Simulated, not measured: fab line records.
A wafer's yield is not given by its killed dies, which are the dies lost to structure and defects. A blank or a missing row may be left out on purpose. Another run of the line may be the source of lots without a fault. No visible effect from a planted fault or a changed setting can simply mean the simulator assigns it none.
Matching of chambers :: flow n5 finfet :: rie diel-03 running N5_FIN_CUT_STRIP_24: 4 sister chambers
The step strips in CF4. 16 wafers are shown with their chamber, then 8 later ones without.

WAFERS PAIRED WITH THEIR CHAMBERS
wafer: L075.2
chamber: 2
drypump motor current A (A): 5.53
showerhead plenum p Torr (Torr): 1.70
oes product au (a.u.): 0.69

wafer: L075.3
chamber: 1
drypump motor current A (A): 6.22
showerhead plenum p Torr (Torr): 1.74
oes product au (a.u.): 0.74

wafer: L075.6
chamber: 2
drypump motor current A (A): 5.52
showerhead plenum p Torr (Torr): 1.70
oes product au (a.u.): 0.69

wafer: L079.1
chamber: 3
drypump motor current A (A): 5.22
showerhead plenum p Torr (Torr): 1.81
oes product au (a.u.): 0.77

wafer: L079.2
chamber: 1
drypump motor current A (A): 6.21
showerhead plenum p Torr (Torr): 1.74
oes product au (a.u.): 0.74

wafer: L079.4
chamber: 0
drypump motor current A (A): 5.36
showerhead plenum p Torr (Torr): 1.80
oes product au (a.u.): 0.73

wafer: L081.1
chamber: 2
drypump motor current A (A): 5.48
showerhead plenum p Torr (Torr): 1.70
oes product au (a.u.): 0.69

wafer: L081.3
chamber: 1
drypump motor current A (A): 6.19
showerhead plenum p Torr (Torr): 1.73
oes product au (a.u.): 0.73

wafer: L081.6
chamber: 1
drypump motor current A (A): 6.20
showerhead plenum p Torr (Torr): 1.73
oes product au (a.u.): 0.73

wafer: L083.3
chamber: 1
drypump motor current A (A): 6.22
showerhead plenum p Torr (Torr): 1.73
oes product au (a.u.): 0.73

wafer: L083.4
chamber: 2
drypump motor current A (A): 5.52
showerhead plenum p Torr (Torr): 1.70
oes product au (a.u.): 0.68

wafer: L083.5
chamber: 3
drypump motor current A (A): 5.25
showerhead plenum p Torr (Torr): 1.81
oes product au (a.u.): 0.76

wafer: L084.1
chamber: 0
drypump motor current A (A): 5.37
showerhead plenum p Torr (Torr): 1.80
oes product au (a.u.): 0.73

wafer: L084.2
chamber: 3
drypump motor current A (A): 5.25
showerhead plenum p Torr (Torr): 1.80
oes product au (a.u.): 0.76

wafer: L084.4
chamber: 1
drypump motor current A (A): 6.21
showerhead plenum p Torr (Torr): 1.73
oes product au (a.u.): 0.72

wafer: L087.4
chamber: 3
drypump motor current A (A): 5.22
showerhead plenum p Torr (Torr): 1.80
oes product au (a.u.): 0.76

SIGNATURES, as means of the wafers listed above
reading: drypump motor current A
chamber 0: 5.3650
chamber 1: 6.2083
chamber 2: 5.5125
chamber 3: 5.2350
scatter within a chamber: 0.0161

reading: showerhead plenum p Torr
chamber 0: 1.8000
chamber 1: 1.7333
chamber 2: 1.7000
chamber 3: 1.8050
scatter within a chamber: 0.00441

reading: oes product au
chamber 0: 0.7300
chamber 1: 0.7317
chamber 2: 0.6875
chamber 3: 0.7625
scatter within a chamber: 0.00601
Rule: distance of a wafer from a chamber = root of the sum over the readings of ((wafer's reading minus chamber's mean) / reading's scatter) squared. The wafer belongs to the nearest chamber; if the next one is less than 2 further off, it can't be placed. The scatter is the square root of a quotient: the sum, over the shown wafers, of each reading's squared deviation from its chamber's mean, divided by wafers minus chambers.

WAFERS WITHOUT THEIR CHAMBER
wafer: L087.5
drypump motor current A (A): 6.24
showerhead plenum p Torr (Torr): 1.73
oes product au (a.u.): 0.72

wafer: L087.6
drypump motor current A (A): 5.39
showerhead plenum p Torr (Torr): 1.80
oes product au (a.u.): 0.73

wafer: L090.4
drypump motor current A (A): 5.50
showerhead plenum p Torr (Torr): 1.70
oes product au (a.u.): 0.68

wafer: L090.5
drypump motor current A (A): 6.25
showerhead plenum p Torr (Torr): 1.73
oes product au (a.u.): 0.72

wafer: L090.6
drypump motor current A (A): 5.35
showerhead plenum p Torr (Torr): 1.79
oes product au (a.u.): 0.73

wafer: L092.1
drypump motor current A (A): 5.26
showerhead plenum p Torr (Torr): 1.80
oes product au (a.u.): 0.75

wafer: L092.2
drypump motor current A (A): 5.36
showerhead plenum p Torr (Torr): 1.79
oes product au (a.u.): 0.72

wafer: L092.4
drypump motor current A (A): 5.33
showerhead plenum p Torr (Torr): 1.79
oes product au (a.u.): 0.72

WHICH CHAMBER EACH WENT THROUGH
wafer: L087.5
from the rows above: 1
in truth: 1

wafer: L087.6
from the rows above: 0
in truth: 0

wafer: L090.4
from the rows above: 2
in truth: 2

wafer: L090.5
from the rows above: 1
in truth: 1

wafer: L090.6
from the rows above: 0
in truth: 0

wafer: L092.1
from the rows above: 3
in truth: 3

wafer: L092.2
from the rows above: 0
in truth: 0

wafer: L092.4
from the rows above: 0
in truth: 0
Correct placement for 8 of the 8. Left unplaced by these rows: 0. 0 placed wrongly.
